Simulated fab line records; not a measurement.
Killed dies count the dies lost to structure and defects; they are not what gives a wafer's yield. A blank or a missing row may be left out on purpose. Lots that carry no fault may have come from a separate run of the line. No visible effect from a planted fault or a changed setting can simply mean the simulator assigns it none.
Code-filled problem report in 8D (eight disciplines) form :: flow n5-finfet :: the parts of the form that need people (team, actions taken, sign-off) are left out

== 1. PROBLEM STATEMENT ==
run-length-s at N5_BEOL_M9_COAT_75 reads a mean of 51.38 s on 6 wafers of 2 lots; wafers without a fault read 66.26 s with a standard deviation of 0.16. That puts it -93 standard deviations away from the usual mean.
The step: time 60 s, resist thk 5 nm.
First observed at day 15 23:00: wafer L546.3, on litho-track-04. Wafers with a number at this step in the record: 35, from 12 lots. Rule for "out" (also "out of limits"): further than 4 standard deviations from the usual mean. All remaining wafers that have a number are taken as sound.

== 2. WHAT THIS IS AND IS NOT ==
question: which readings at this step
is: run-length-s, heater-power-total-W
is not: -

question: which lots
is: L546, L547
is not: L527, L528, L532, L533, L534, L536, L537, L539, L542, L548

question: which wafers of those lots
is: all that have a number
is not: -

question: read on which tools
is: litho-track-04
is not: litho-track-02, litho-track-03

question: when
is: from day 15 23:00
is not: up to then (26 sound wafers); but 3 sound wafers of L548 came after

== 3. WHAT RULES OUT EACH SUSPECT ==
Counting: a tool at a process step up to the reading stays a suspect if it ran every lot that is out and no sound lot after the first of them.
- pvd-sputter-01 at N5_BEOL_M8_DEGAS_44 (time 60 s): kept. It processed each lot that is out, first L546 at day 15 13:52, and no sound lot thereafter; up to then, the last sound lot it processed was L534 at day 11 03:10.
- litho-track-04 at N5_BEOL_M9_COAT_75 (time 60 s, resist thk 5 nm): kept. It processed each lot that is out, first L546 at day 15 23:00, and no sound lot thereafter; up to then, the last sound lot it processed was L542 at day 13 10:00. Its own readings are out on those wafers: heater-power-total-W, run-length-s.
What counting leaves: pvd-sputter-01 at N5_BEOL_M8_DEGAS_44 and litho-track-04 at N5_BEOL_M9_COAT_75.

== 4. THE CAUSE (what the simulator had put in) ==
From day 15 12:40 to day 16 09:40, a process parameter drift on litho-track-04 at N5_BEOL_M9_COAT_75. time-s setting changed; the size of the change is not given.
Of the 2 suspects that counting leaves, this tool is one.

== 5. THE EFFECT CHAIN, in route order ==
Rows list readings where the struck wafers' mean (over those with a number) sits beyond 3 standard deviations from the usual. Scope: only readings with a usual standard deviation given in the record; hours: median across lots of the time from each lot's start at the first step in this table that gives one to its start at this step; sigmas: change in usual standard deviations.
hours: 0
step: N5_BEOL_M9_COAT_75
reading: heater-power-total-W
usual: 391.5 W
on struck wafers: 463.7
change: +72.2
sigmas: +56

hours: 0
step: N5_BEOL_M9_COAT_75
reading: run-length-s
usual: 66.26 s
on struck wafers: 51.38
change: -14.88
sigmas: -93
Its process steps:
- N5_BEOL_M9_COAT_75: time 60 s, resist thk 5 nm.
At these later measuring or inspecting steps, every struck wafer for which the step has a row has a number for every such reading, and none has moved that far: N5_BEOL_M9_CD_MEAS_28.

== 6. WHAT WOULD HAVE CAUGHT IT SOONER ==
First out-of-limits reading in this record: day 15 23:00, which is 10 hours after fault onset at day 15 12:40.
